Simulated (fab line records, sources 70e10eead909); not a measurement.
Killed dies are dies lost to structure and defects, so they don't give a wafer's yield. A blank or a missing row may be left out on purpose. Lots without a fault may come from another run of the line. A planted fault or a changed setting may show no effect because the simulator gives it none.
A struck lot beside a sound one | flow nand_harc | 14 steps out of a route of 1302
Sound: wafers L409.3, L409.5, L409.6. Struck: wafers L414.1, L414.2, L414.4. The cause comes at the end.
At each step with rows: each side's tool, then ch and its chambers, then its first start. Under that, the readings that differ: sound wafers | struck wafers | difference of the means | sigmas: that difference in standard deviations of wafers without a fault.
alike: readings whose means differ by less than 2 such deviations, and words and numbers that are the same on both sides. not compared: withheld readings, readings that some wafer has no value for, bounds like >300 that may hide the same value, and numbers for which the record gives no deviation and whose values overlap.
The two part at a step that has a row with sigmas, a row that says differs or no value, or rows on one side only. Numbers that don't overlap but have no deviation are shown without sigmas and don't part them. A reading that every wafer of one side lacks parts them only if that side has two wafers or more.

NHARC_A_WL_FILL_STRIP_27: strips in N2/H2, time 20 s.
  sound on plasma_asher-02 ch 0,1, day 23 15:17; struck on plasma_asher-01 ch 0,1, day 26 08:56
  alike: drypump_motor_current_A, heater_power_w, rf_refl_power_W
  not compared: rf_hours_counter_h
then, 5 steps without rows for these wafers: NHARC_A_WL_FILL_STRIP_28 (strips in post etch residue remover, time 1200 s); NHARC_A_WL_FILL_PRECLEAN_06 (cleans in DIW, time 300 s); NHARC_A_WL_FILL_SRD_07; NHARC_A_WL_FILL_ANNEAL_08 (time 1800 s); NHARC_A_WL_FILL_ALD_10 (deposits SiO2, target thk 50 nm, pulse time 10 s, ald cycles 500).
NHARC_A_WL_FILL_ETCHBACK_16: etches the open film in C4F8/O2/Ar, target depth 120 nm, time 24 s.
  sound on rie_diel-03 ch 0,3; struck on rie_diel-03 ch 0,1,2
  alike: oes_product_au, rf_vpp_V
  not compared: rf_hours_counter_h
NHARC_A_WL_FILL_STRIP_29: strips in O2, time 20 s.
  sound on rie_diel-03 ch 0,1, day 24 00:55; struck on rie_diel-03 ch 0,2,3, day 26 18:58
  alike: drypump_motor_current_A, oes_product_au, rf_vpp_V, showerhead_plenum_p_Torr, throttle_valve_pct
  not compared: rf_hours_counter_h
NHARC_A_WL_FILL_ETCHBACK_17: etches the open film in Cl2/BCl3, target depth 4 nm, time 26.7 s.
  sound on rie_metal-01 ch 0,1, day 24 01:02; struck on rie_metal-01 ch 0,1, day 26 19:02
  alike: drypump_motor_current_A, oes_product_au
  not compared: rf_hours_counter_h
then, 2 steps without rows for these wafers: NHARC_A_WL_FILL_PRECLEAN_18 (cleans in dHF, time 30 s); NHARC_A_WL_FILL_SRD_21.
NHARC_A_WL_FILL_CVD_23: deposits poly-Si, target thk 40 nm, time 800 s.
  sound on lpcvd_poly-02 ch 0, day 24 03:38; struck on lpcvd_poly-02, day 26 21:43
  no value came back on the struck wafers for pressure_mtorr (mTorr), run_length_s (s), spike_tc_centre_C (C); on the sound wafers pressure_mtorr (mTorr) reads 199.6 200.3 199.4
NHARC_A_WL_FILL_ETCHBACK_26: etches the open film in HBr, target depth 52 nm, time 13.3 s.
  sound on rie_si-04 ch 0,1,2, day 24 06:16; struck on rie_si-04 ch 0,2,3, day 27 00:19
  alike: drypump_motor_current_A, oes_product_au, throttle_valve_pct
  not compared: rf_hours_counter_h
-- the record jumps here: 3 days lie between the struck wafers' starts before and after (it left off in module A_WL_FILL and takes up again in module END, whose first step shown is number 1302 of the route) --
NHARC_END_SORT_01:
  sound on prober-01 ch 0, day 27 17:01; struck on prober-02 ch 0, day 30 07:17
  reading             | sound | struck | difference | sigmas
  killed_at_periphery | 0 0 2 | 8 5    | +6         | +2
  alike: killed_at_array, killed_at_other, killed_dies, killed_open, killed_short

WHERE THEY PART
First at NHARC_A_WL_FILL_CVD_23; last, within this record, at NHARC_END_SORT_01.

WHY: what the simulator had put in
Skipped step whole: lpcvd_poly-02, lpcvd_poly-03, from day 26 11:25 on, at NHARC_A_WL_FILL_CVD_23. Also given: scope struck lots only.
